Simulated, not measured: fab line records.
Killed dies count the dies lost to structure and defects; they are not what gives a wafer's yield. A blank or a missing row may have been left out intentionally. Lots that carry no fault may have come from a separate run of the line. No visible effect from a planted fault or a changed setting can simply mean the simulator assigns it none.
Lot-split experiment -- flow n5_finfet -- 21 wafers read across 7 lots, on a route 1938 steps long

== ABOUT THE SPLIT ==
At N5_MOL_CONTACT_COAG_VIA_ETCH_46 (etches SiO2 in C4F6/O2, target depth 46 nm, overetch 9.2 nm, time 40 s), the setting bias_w was moved away from the recipe's 455 W on 7 of the 21 wafers read, by -16.1% to +13.8%. All remaining wafers had this setting at the recipe value.

Reading taken at the split's own step.

== THE READING ==
rf_vpp_V, in V, at N5_MOL_CONTACT_COAG_VIA_ETCH_46 (etches SiO2 in C4F6/O2, target depth 46 nm, overetch 9.2 nm, time 40 s). Typical for fault-free wafers on this fab line: 1578 V, with standard deviation 10 V.

wafer,"tool, chamber at the split","bias_w as run, W",against the recipe,"rf_vpp_V, V",against lot-mates on the recipe
L079.1,"rie_diel-01, 3",455,recipe,1567,-
L079.2,"rie_diel-01, 2",455,recipe,1587,-
L079.6,"rie_diel-01, 1",381.9,-16.1%,1369,-208
L081.3,"rie_diel-06, 1",455,recipe,1559,-
L081.5,"rie_diel-06, 2",480.7,+5.6%,1636,+67
L081.6,"rie_diel-06, 3",455,recipe,1579,-
L082.1,"rie_diel-06, 3",455,recipe,1579,-
L082.2,"rie_diel-06, 1",431.7,-5.1%,1499,-86
L082.3,"rie_diel-06, 0",455,recipe,1591,-
L086.3,"rie_diel-04, 2",455,recipe,1592,-
L086.5,"rie_diel-04, 0",455,recipe,1575,-
L086.6,"rie_diel-04, 1",455,recipe,1580,-
L088.1,"rie_diel-04, 1",517.6,+13.8%,1738,+164
L088.2,"rie_diel-04, 0",455,recipe,1574,-
L088.4,"rie_diel-04, 3",517.6,+13.8%,1743,+169
L093.3,"rie_diel-04, 1",510.8,+12.3%,1723,+144
L093.4,"rie_diel-04, 1",455,recipe,1579,-
L093.5,"rie_diel-04, 2",510.8,+12.3%,1732,+153
L095.1,"rie_diel-06, 3",455,recipe,1578,-
L095.2,"rie_diel-06, 2",455,recipe,1568,-
L095.4,"rie_diel-06, 0",455,recipe,1590,-

THE FIT
A straight line over all 21 wafers: rf_vpp_V changes by +12.4 V for each +1% of bias_w; r = +0.99; the points scatter about the line by 9.6 V.
The same after taking each lot's own level away (the mean of its wafers on the recipe; 21 wafers): +12.5 V for each +1%; r = +1.00; scatter 8.7 V.
The reading moves by 2e+02 V for the largest change in bias_w, on that fit.
Measured against the standard deviation above, the lots' own levels, which go from 1569.0 to 1585.0 V, span 1.6 times it.
Consequently the slope shifts little with the lot-to-lot level, the two slopes agreeing.
Check: -201 V against its lot-mates is what the line predicts for one of the wafers moved furthest among these (-16.1%) when that wafer is left out of the fit. It came out at -208 V against them.
Tool readings at the split's step, against how far the setting was moved: rf_vpp_V r = +0.99.

== OTHER SPLITS APPLIED TO THESE WAFERS ==
Other splits were also applied to these wafers ahead of the reading. Each is held against what the fit with the lots' levels taken away leaves over:
other split on the same wafers,wafers away from the commonest value,r with rf_vpp_V (lot level and that fit taken away)
N5_SDB_EXPOSE_08 dose_mj,7,+0.00
N5_HKMG_FIN_COAT_06 spin_rpm,9,-0.23
N5_HKMG_FIN_PEB_10 peb_time_s,9,+0.04
N5_GATE_CUT_COAT_27 spin_rpm,6,+0.28
N5_GATE_CUT_EXPOSE_10 dose_mj,4,+0.01

== FILE'S OWN FIT ==
rf_vpp_V changes by +12.6 V for each +1% of bias_w, r = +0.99.
